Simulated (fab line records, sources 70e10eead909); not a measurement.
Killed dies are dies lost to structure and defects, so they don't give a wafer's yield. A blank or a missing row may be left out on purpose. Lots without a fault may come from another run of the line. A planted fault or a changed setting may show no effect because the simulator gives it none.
fab line records | flow nand_harc
record lots=12 wafers=36 last_day=33
route steps=1302 shown A_CHANNEL_HOLE_D2@593 A_CHANNEL_FILL_D2@610 END@1302
lots that met no fault: from a run of the same line without faults
start_h: hours from the record's first day to the start of the lot's first wafer shown | wait_h: hours since the lot's step before | " the same as in the row above | L1.1+2: a row that stands for several wafers | - no value, or no start given | * or withheld: withheld | < > ~ a bound
route shown NAME@n: a module of which the file shows steps, and the number in the route of the first | usual: mean/standard deviation of fault-free wafers | same: alike in all rows | chamber/n: place in a boat | sites: the reading at each site | _std_site: their standard deviation | _edge_site: outer sites' mean less inner sites' | radius_mm: how far each site lies from the wafer's centre | mask NAME#n: copy n | behind: the tool/chamber that last shaped the wafer | hold: why the lot was held/for how many hours/how that ended | device: the transistor (n, p or np) that didn't switch | end of line: the same wafers' tests at the end of the route | a step without rows: its recipe alone | killed: dies lost to structure and defects at the first sort, not the wafer's yield | map: a wafer's dies, x killed, . not, _ none there
set.NAME: the setting as run; set.NAME@STEP: as run at that earlier step | model.NAME: the simulator's own value behind a step, which no gauge read
steps of the route over a sample of lots; a table a step, a row a wafer
services: from which hour (start_h, from the record's first day; less than 0 if before it) a tool's chamber was out of use, for how many hours, and why
## steps
# step NHARC_A_CHANNEL_HOLE_D2_ETCH_21
# recipe bias_v=3000 source_w=withheld pressure_mtorr=20 time_s=514.3 ar_flow_sccm=375 c4f8_flow_sccm=89.3 o2_flow_sccm=35.7 temp_c=-20 target_depth_a=16000 chemistry=C4F8/O2/Ar
# usual drypump_motor_current_A=5.6/0.35 showerhead_plenum_p_Torr=3.69/0.12 throttle_valve_pct=32.154/0.0096
# same time_s=514.3
# columns lot.wafer tool chamber start_h wait_h drypump_motor_current_A rf_hours_counter_h showerhead_plenum_p_Torr throttle_valve_pct
L655.2 har_etch-02 1 305.23 0.3 6.1 361 3.46 32.157
L655.4 " 0 " " 5.6 - 3.67 32.161
L655.5 " 0 " " 5.6 - 3.67 32.173
L656.2 har_etch-01 1 306.20 0.3 5.4 161 3.69 32.165
L656.1 " 0 " " 5.2 161 3.67 32.163
L656.4 " 0 " " 5.1 - 3.67 32.159
L657.4 har_etch-01 0 325.33 0.3 5.2 - 3.67 32.153
L657.3 " 1 " " 5.4 - 3.69 32.169
L657.5 " 1 " " 5.4 - 3.69 32.166
L658.1 har_etch-02 1 330.79 0.3 6.1 376 3.45 32.161
L658.4 " 0 " " 5.6 - 3.66 32.155
L658.3 " 1 " " 6.1 - 3.45 32.145
L660.2 har_etch-02 1 349.45 0.3 6.1 387 3.44 32.147
L660.3 " 1 " " 6.1 - 3.44 32.161
L660.5 " 1 " " 6.1 - 3.44 32.164
L662.2 har_etch-01 1 390.24 0.3 5.4 207 3.67 32.142
L662.4 " 0 " " 5.1 - 3.65 32.175
L662.5 " 0 " " 5.1 - 3.65 32.160
L664.3 har_etch-02 0 402.73 0.3 5.6 - 3.64 32.146
L664.5 " 0 " " 5.6 - 3.64 32.142
L664.6 " 1 " " 6.1 - 3.93 32.165
L673.1 har_etch-01 1 468.48 0.3 5.4 257 3.64 32.151
L673.6 " 1 " " 5.4 - 3.64 32.158
L673.5 " 0 " " 5.1 - 3.62 32.142
L672.1 har_etch-02 0 474.33 0.3 5.6 46 3.62 32.159
L672.2 " 1 " " 6.1 46 3.91 32.140
L672.5 " 1 " " 6.1 - 3.91 32.164
L674.1 har_etch-02 0 486.48 0.3 5.6 57 3.62 32.151
L674.2 " 1 " " 6.1 57 3.90 32.155
L674.5 " 1 " " 6.1 - 3.90 32.159
L676.2 har_etch-01 1 509.37 0.3 5.4 283 3.63 32.156
L676.3 " 1 " " 5.4 - 3.63 32.149
L676.4 " 0 " " 5.1 - 3.60 32.157
L677.2 har_etch-02 0 520.21 0.3 5.6 73 3.61 32.141
L677.3 " 1 " " 6.1 - 3.89 32.152
L677.6 " 0 " " 5.7 - 3.61 32.145
# step NHARC_A_CHANNEL_HOLE_D2_ETCH_26
# recipe bias_v=300 source_w=2000 pressure_mtorr=30 time_s=224.1 ar_flow_sccm=375 c4f8_flow_sccm=11.4 o2_flow_sccm=113.6 temp_c=-20 target_depth_a=3000 chemistry=C4F8/O2/Ar
# usual drypump_motor_current_A=5.6/0.35 showerhead_plenum_p_Torr=3.73/0.13 throttle_valve_pct=24.585/0.0094
# same time_s=224.1
# columns lot.wafer tool chamber start_h wait_h drypump_motor_current_A rf_hours_counter_h showerhead_plenum_p_Torr throttle_valve_pct
L655.2 har_etch-02 1 308.51 0.6 6.1 364 3.49 24.587
L655.4 " 0 " " 5.6 - 3.71 24.572
L655.5 " 0 " " 5.6 - 3.71 24.583
L656.2 har_etch-01 1 309.57 0.7 5.4 164 3.74 24.584
L656.1 " 0 " " 5.2 164 3.71 24.594
L656.4 " 0 " " 5.1 - 3.71 24.583
L657.4 har_etch-01 0 328.58 0.5 5.2 - 3.71 24.581
L657.3 " 1 " " 5.4 - 3.73 24.583
L657.5 " 1 " " 5.4 - 3.73 24.583
L658.1 har_etch-02 1 334.11 0.6 6.1 379 3.48 24.573
L658.4 " 0 " " 5.6 - 3.70 24.587
L658.3 " 1 " " 6.1 - 3.48 24.565
L660.2 har_etch-02 1 352.73 0.6 6.1 391 3.47 24.595
L660.3 " 1 " " 6.1 - 3.47 24.598
L660.5 " 1 " " 6.1 - 3.47 24.582
L662.2 har_etch-01 1 393.56 0.6 5.4 210 3.71 24.590
L662.4 " 0 " " 5.2 - 3.69 24.579
L662.5 " 0 " " 5.2 - 3.69 24.576
L664.3 har_etch-02 0 405.99 0.5 5.6 - 3.69 24.593
L664.5 " 0 " " 5.6 - 3.68 24.591
L664.6 " 1 " " 6.1 - 3.99 24.579
L673.1 har_etch-01 1 471.83 0.7 5.4 260 3.68 24.588
L673.6 " 1 " " 5.4 - 3.68 24.589
L673.5 " 0 " " 5.2 - 3.66 24.560
L672.1 har_etch-02 0 477.68 0.7 5.6 49 3.66 24.593
L672.2 " 1 " " 6.1 49 3.96 24.572
L672.5 " 1 " " 6.2 - 3.96 24.599
L674.1 har_etch-02 0 489.83 0.7 5.6 61 3.65 24.580
L674.2 " 1 " " 6.1 61 3.96 24.585
L674.5 " 1 " " 6.1 - 3.96 24.586
L676.2 har_etch-01 1 512.72 0.7 5.4 287 3.67 24.567
L676.3 " 1 " " 5.4 - 3.67 24.585
L676.4 " 0 " " 5.2 - 3.64 24.582
L677.2 har_etch-02 0 523.52 0.6 5.6 76 3.65 24.593
L677.3 " 1 " " 6.1 - 3.95 24.577
L677.6 " 0 " " 5.6 - 3.65 24.590
# step NHARC_A_CHANNEL_HOLE_D2_ETCH_27
# recipe bias_v=400 source_w=2000 pressure_mtorr=25 time_s=90 ar_flow_sccm=375 c4f8_flow_sccm=41.7 o2_flow_sccm=83.3 temp_c=-20 target_depth_a=4000 chemistry=C4F8/O2/Ar
# usual drypump_motor_current_A=5.6/0.35 showerhead_plenum_p_Torr=3.72/0.13 throttle_valve_pct=27.620/0.0094
# same time_s=90
# columns lot.wafer tool chamber start_h wait_h drypump_motor_current_A rf_hours_counter_h showerhead_plenum_p_Torr throttle_valve_pct
L655.2 har_etch-02 1 308.70 0.2 6.1 364 3.49 27.626
L655.4 " 0 " " 5.6 - 3.71 27.636
L655.5 " 0 " " 5.6 - 3.71 27.612
L656.2 har_etch-01 1 309.77 0.2 5.4 164 3.73 27.632
L656.1 " 0 " " 5.2 164 3.71 27.629
L656.4 " 0 " " 5.1 - 3.71 27.611
L657.4 har_etch-01 0 328.78 0.2 5.2 - 3.70 27.621
L657.3 " 1 " " 5.4 - 3.73 27.629
L657.5 " 1 " " 5.4 - 3.73 27.634
L658.1 har_etch-02 1 334.30 0.2 6.1 380 3.48 27.625
L658.4 " 0 " " 5.6 - 3.70 27.607
L658.3 " 1 " " 6.1 - 3.48 27.628
L660.2 har_etch-02 1 352.93 0.2 6.1 391 3.47 27.617
L660.3 " 1 " " 6.1 - 3.47 27.620
L660.5 " 1 " " 6.1 - 3.47 27.617
L662.2 har_etch-01 1 393.76 0.2 5.4 211 3.71 27.612
L662.4 " 0 " " 5.2 - 3.68 27.624
L662.5 " 0 " " 5.2 - 3.68 27.620
L664.3 har_etch-02 0 406.18 0.2 5.6 - 3.68 27.640
L664.5 " 0 " " 5.6 - 3.68 27.622
L664.6 " 1 " " 6.1 - 3.98 27.622
L673.1 har_etch-01 1 472.03 0.2 5.4 260 3.68 27.612
L673.6 " 1 " " 5.4 - 3.68 27.630
L673.5 " 0 " " 5.2 - 3.65 27.627
L672.1 har_etch-02 0 477.88 0.2 5.6 49 3.66 27.612
L672.2 " 1 " " 6.1 49 3.95 27.624
L672.5 " 1 " " 6.1 - 3.95 27.605
L674.1 har_etch-02 0 490.03 0.2 5.6 61 3.65 27.623
L674.2 " 1 " " 6.1 61 3.95 27.607
L674.5 " 1 " " 6.1 - 3.94 27.630
L676.2 har_etch-01 1 512.92 0.2 5.4 287 3.66 27.619
L676.3 " 1 " " 5.4 - 3.66 27.616
L676.4 " 0 " " 5.1 - 3.64 27.608
L677.2 har_etch-02 0 523.72 0.2 5.6 76 3.64 27.630
L677.3 " 1 " " 6.1 - 3.94 27.621
L677.6 " 0 " " 5.6 - 3.64 27.622
# step NHARC_A_CHANNEL_FILL_D2_PRECLEAN_00
# recipe time_s=* temp_c=50 bath_age_min=0 chemistry=SC1
# usual bath_age_min=0/0 bath_guard_temp_C=49.9/0.51 time_s=*
# columns lot.wafer tool chamber start_h wait_h bath_age_min bath_guard_temp_C time_s
L655.2 wet_bench-03 6 310.45 0.0 0 49.2 *
L655.4 " 7 " " 0 49.7 *
L655.5 " 1 " " 0 50.0 *
L656.4 wet_bench-01 0 311.55 0.1 0 48.6 *
L656.1 " 3 " " 0 50.3 *
L656.2 " 4 " " 0 50.3 *
L657.3 wet_bench-05 1 330.51 0.1 0 49.1 *
L657.4 " 2 " " 0 50.3 *
L657.5 " 3 " " 0 49.4 *
L658.3 wet_bench-01 2 336.07 0.1 0 49.7 *
L658.1 " 3 " " 0 50.5 *
L658.4 " 6 " " 0 49.9 *
L660.2 wet_bench-03 4 354.67 0.0 0 49.9 *
L660.5 " 6 " " 0 49.6 *
L660.3 " 0 " " 0 49.5 *
L662.4 wet_bench-01 0 395.56 0.1 - - -
L662.2 " 2 " " - - -
L662.5 " 3 " " - - -
L664.3 wet_bench-05 3 408.07 0.0 - - -
L664.5 " 6 " " - - -
L664.6 " 0 " " - - -
L673.5 wet_bench-03 3 473.97 0.0 0 49.2 *
L673.6 " 6 " " 0 49.4 *
L673.1 " 0 " " 0 49.4 *
L672.1 wet_bench-03 3 479.67 0.1 0 50.0 *
L672.2 " 6 " " 0 49.8 *
L672.5 " 7 " " 0 49.7 *
L674.2 wet_bench-03 5 491.81 0.0 0 50.0 *
L674.1 " 1 " " 0 50.2 *
L674.5 " 2 " " 0 50.1 *
L676.3 wet_bench-01 3 514.72 0.0 0 49.9 *
L676.4 " 6 " " 0 49.9 *
L676.2 " 0 " " 0 48.6 *
L677.2 wet_bench-01 2 525.47 0.0 0 49.6 *
L677.6 " 4 " " 0 50.1 *
L677.3 " 5 " " 0 49.9 *
# step NHARC_END_SORT_01
# recipe temp_c=25
# usual killed_at_array=55/19 killed_at_other=0.8/1.1 killed_at_periphery=4.0/2.6 killed_dies=60/20 killed_open=3.4/1.7 killed_short=2.6/1.5
# same gross_dies=677
# columns lot.wafer tool chamber start_h wait_h killed_at_array killed_at_other killed_at_periphery killed_dies killed_open killed_short
L660.2 prober-01 0 623.15 2.8 49 0 3 52 6 4
L660.3 prober-01 0 623.95 3.1 38 3 1 42 4 0
L660.5 prober-01 0 625.55 3.7 46 0 6 52 5 4
L662.2 prober-01 0 653.68 2.8 32 1 4 37 3 1
L662.4 prober-01 0 655.27 3.4 30 1 3 34 6 2
L662.5 prober-01 0 656.06 3.7 22 0 5 27 3 4
L664.3 prober-02 0 676.23 3.1 56 1 5 62 5 5
L664.5 prober-02 0 677.87 3.8 51 0 6 57 2 6
L664.6 prober-02 0 678.70 4.1 59 0 3 62 5 2
L672.1 prober-01 0 739.54 2.5 40 0 3 43 1 1
L672.2 prober-01 0 740.35 2.8 35 1 4 40 3 3
L672.5 prober-01 0 742.76 3.7 51 0 2 53 2 2
# killed by level:class
L660.2 A_CHANNEL_HOLE_D2:chamber_film_flake=28 P_ZERO_WELL:chamber_film_flake=3 A_CHANNEL_HOLE_D1:chamber_film_flake=3 A_CONTACT:chamber_film_flake=3 A_CHANNEL_FILL_D1:geometric_particle:open=2 A_M1:geometric_particle:open=2 A_ZERO_WELL:chamber_film_flake=2 A_SOURCE_PLATE:geometric_particle:short=1
L660.3 A_CHANNEL_HOLE_D2:chamber_film_flake=26 A_CHANNEL_HOLE_D1:chamber_film_flake=5 A_ZERO_WELL:chamber_film_flake=2 THIN_TSV:chamber_film_flake=2 A_ONON_D1:geometric_particle:open=1 A_CHANNEL_FILL_D1:geometric_particle:open=1 A_CHANNEL_FILL_D2:geometric_particle:open=1 STARTING-WAFER:geometric_particle:open=1
L660.5 A_CHANNEL_HOLE_D2:chamber_film_flake=26 A_CHANNEL_HOLE_D1:chamber_film_flake=5 P_ZERO_WELL:chamber_film_flake=3 A_CONTACT:chamber_film_flake=3 P_M0:geometric_particle:short=2 A_CHANNEL_FILL_D1:geometric_particle:open=2 A_ZERO_WELL:chamber_film_flake=2 P_M0:geometric_particle:open=1
L662.2 A_CHANNEL_HOLE_D2:chamber_film_flake=14 A_CHANNEL_HOLE_D1:chamber_film_flake=8 A_CONTACT:chamber_film_flake=4 A_M1:geometric_particle:open=2 A_STAIRCASE:chamber_film_flake=2 P_CONTACT:geometric_particle:open=1 P_M2:geometric_particle:short=1 P_ZERO_WELL:chamber_film_flake=1
L662.4 A_CHANNEL_HOLE_D2:chamber_film_flake=11 A_CHANNEL_HOLE_D1:chamber_film_flake=6 A_ONON_D1:geometric_particle:open=3 A_SLIT:chamber_film_flake=2 A_WL_FILL:chamber_film_flake=2 A_CONTACT:chamber_film_flake=2 P_M2:geometric_particle:short=1 A_CHANNEL_FILL_D1:geometric_particle:open=1
L662.5 A_CHANNEL_HOLE_D1:chamber_film_flake=4 A_CHANNEL_HOLE_D2:chamber_film_flake=4 A_SLIT:chamber_film_flake=4 A_WL_FILL:geometric_particle:short=2 A_CONTACT:chamber_film_flake=2 P_GATE:geometric_particle:open=1 P_M0:geometric_particle:open=1 P_M0:geometric_particle:short=1
L664.3 A_CHANNEL_HOLE_D1:chamber_film_flake=28 A_STAIRCASE:chamber_film_flake=13 A_CHANNEL_HOLE_D2:chamber_film_flake=3 A_ONON_D2:geometric_particle:short=2 A_SGD_CUT:chamber_film_flake=2 P_STI:geometric_particle:open=1 P_CONTACT:geometric_particle:open=1 P_M0:geometric_particle:open=1
L664.5 A_CHANNEL_HOLE_D1:chamber_film_flake=29 A_STAIRCASE:chamber_film_flake=10 A_CHANNEL_FILL_D2:geometric_particle:short=2 P_GATE:chamber_film_flake=2 P_M2:chamber_film_flake=2 A_CHANNEL_HOLE_D2:chamber_film_flake=2 A_WL_FILL:chamber_film_flake=2 P_M1:geometric_particle:short=1
L664.6 A_CHANNEL_HOLE_D1:chamber_film_flake=32 A_STAIRCASE:chamber_film_flake=11 A_CHANNEL_HOLE_D2:chamber_film_flake=5 A_SLIT:chamber_film_flake=2 P_M0:geometric_particle:open=1 A_DECK1_JOINT:geometric_particle:short=1 A_ONON_D2:geometric_particle:open=1 A_ONON_D2:geometric_particle:short=1
L672.1 A_CHANNEL_HOLE_D1:chamber_film_flake=25 A_SLIT:chamber_film_flake=7 A_CONTACT:chamber_film_flake=3 P_STI:chamber_film_flake=2 A_ONON_D1:geometric_particle:open=1 A_M0:geometric_particle:short=1 P_GATE:chamber_film_flake=1 A_CHANNEL_FILL_D1:chamber_film_flake=1
L672.2 A_CHANNEL_HOLE_D1:chamber_film_flake=23 A_CONTACT:chamber_film_flake=4 P_CONTACT:geometric_particle:open=2 A_SLIT:chamber_film_flake=2 A_CHANNEL_FILL_D1:chamber_film_flake=2 P_GATE:geometric_particle:short=1 A_CHANNEL_FILL_D1:geometric_particle:short=1 A_CHANNEL_FILL_D2:geometric_particle:short=1
L672.5 A_CHANNEL_HOLE_D1:chamber_film_flake=28 A_CHANNEL_FILL_D1:chamber_film_flake=6 A_CONTACT:chamber_film_flake=6 A_SLIT:chamber_film_flake=5 A_STAIRCASE:chamber_film_flake=2 P_GATE:geometric_particle:short=1 A_DECK1_JOINT:geometric_particle:open=1 A_CHANNEL_HOLE_D2:geometric_particle:open=1
## services
# columns tool chamber start_h hours kind
wet_bench-01 - 281.88 8.0 pm
wet_bench-01 0 289.88 - consumable_replace:bath
wet_bench-01 0 289.88 - consumable_replace:filter
wet_bench-01 1 289.88 - consumable_replace:bath
wet_bench-01 1 289.88 - consumable_replace:filter
wet_bench-01 2 289.88 - consumable_replace:bath
wet_bench-01 2 289.88 - consumable_replace:filter
wet_bench-01 3 289.88 - consumable_replace:bath
wet_bench-01 3 289.88 - consumable_replace:filter
wet_bench-01 4 289.88 - consumable_replace:bath
wet_bench-01 4 289.88 - consumable_replace:filter
wet_bench-01 5 289.88 - consumable_replace:bath
har_etch-02 - 381.02 17.0 pm
har_etch-02 0 381.02 17.0 vent_cycle
har_etch-02 1 381.02 17.0 vent_cycle
wet_bench-03 - 386.40 8.0 pm
har_etch-02 0 398.02 - clean
har_etch-02 0 398.02 - consumable_replace:focus_ring
har_etch-02 1 398.02 - clean
har_etch-02 1 398.02 - consumable_replace:focus_ring
har_etch-02 1 398.02 - consumable_replace:showerhead
wet_bench-03 - 436.13 17.2 repair
wet_bench-05 - 436.80 8.0 pm
wet_bench-01 - 457.88 8.0 pm
## key
first_sign step=NHARC_A_CHANNEL_FILL_D2_PRECLEAN_00 reading=tool_record direction=missing
effect none on later readings
met_at NHARC_A_CHANNEL_FILL_D2_PRECLEAN_00
struck_lots L662,L664
tester_left_out L662,L664
not_acting_at NHARC_A_CHANNEL_HOLE_D2_ETCH_21,NHARC_A_CHANNEL_HOLE_D2_ETCH_26,NHARC_A_CHANNEL_HOLE_D2_ETCH_27
onset_between 336.07 395.56
fault kind=skipped_step_whole tool=wet_bench-01,wet_bench-05 chamber=- onset_h=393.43 steps=NHARC_A_CHANNEL_FILL_D2_PRECLEAN_00 scope=struck_lots_only
# tester_left_out: of these lots the tester's yield and bins aren't shown, on N5 and GAA mostly nor the transistor test; their killed dies are dies lost to structure and defects alone, not to doping, threshold or leakage, so they don't give the yield
